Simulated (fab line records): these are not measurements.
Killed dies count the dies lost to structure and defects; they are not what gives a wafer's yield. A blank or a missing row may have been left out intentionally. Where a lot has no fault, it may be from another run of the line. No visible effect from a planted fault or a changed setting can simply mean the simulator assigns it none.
Chamber matching    flow nand_harc    pecvd-04 running NHARC_A_M0_DEP_32: 3 sister chambers
The step deposits SiCN, target thk 30 nm. 3 wafers are shown with their chamber, then 10 later ones without.

EACH WAFER AND ITS CHAMBER
wafer   chamber  heater_power_outer_w (W)
L089.3  2        395
L090.1  0        333
L090.5  1        341

WAFERS WITHOUT THEIR CHAMBER
wafer   heater_power_outer_w (W)
L090.6  334
L092.1  352
L092.2  405
L092.4  358
L094.3  370
L094.5  347
L094.6  383
L097.1  356
L097.4  349
L097.6  366

WHICH CHAMBER EACH WENT THROUGH
wafer    from the rows above            in truth
L090.6   can't be placed: 0 or 1        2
L092.1   can't be placed: 1 or 0        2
L092.2   2                              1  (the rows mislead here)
L092.4   can't be placed: 1 or 0 or 2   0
L094.3   can't be placed: 2 or 1 or 0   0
L094.5   can't be placed: 1 or 0        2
L094.6   2                              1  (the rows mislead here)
L097.1   can't be placed: 1 or 0 or 2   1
L097.4   can't be placed: 1 or 0        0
L097.6   can't be placed: 1 or 2 or 0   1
Correct placement for 0 of the 10. These rows do not allow placing 8 (true chamber among the candidates in 5). Wrongly placed: 2.
How it was worked out, from the rows above alone: a wafer's distance from a chamber is the root of the sum, over the readings, of the square of ((its reading less the chamber's mean) divided by the reading's scatter). The wafer belongs to the nearest chamber; if the next one is less than 2 further off, it can't be placed. For every chamber, the mean is computed from those of its wafers that are shown. The scatter (one wafer shown for each chamber): square how far every hidden wafer sits from the nearest shown wafer, average those squares and take the square root.
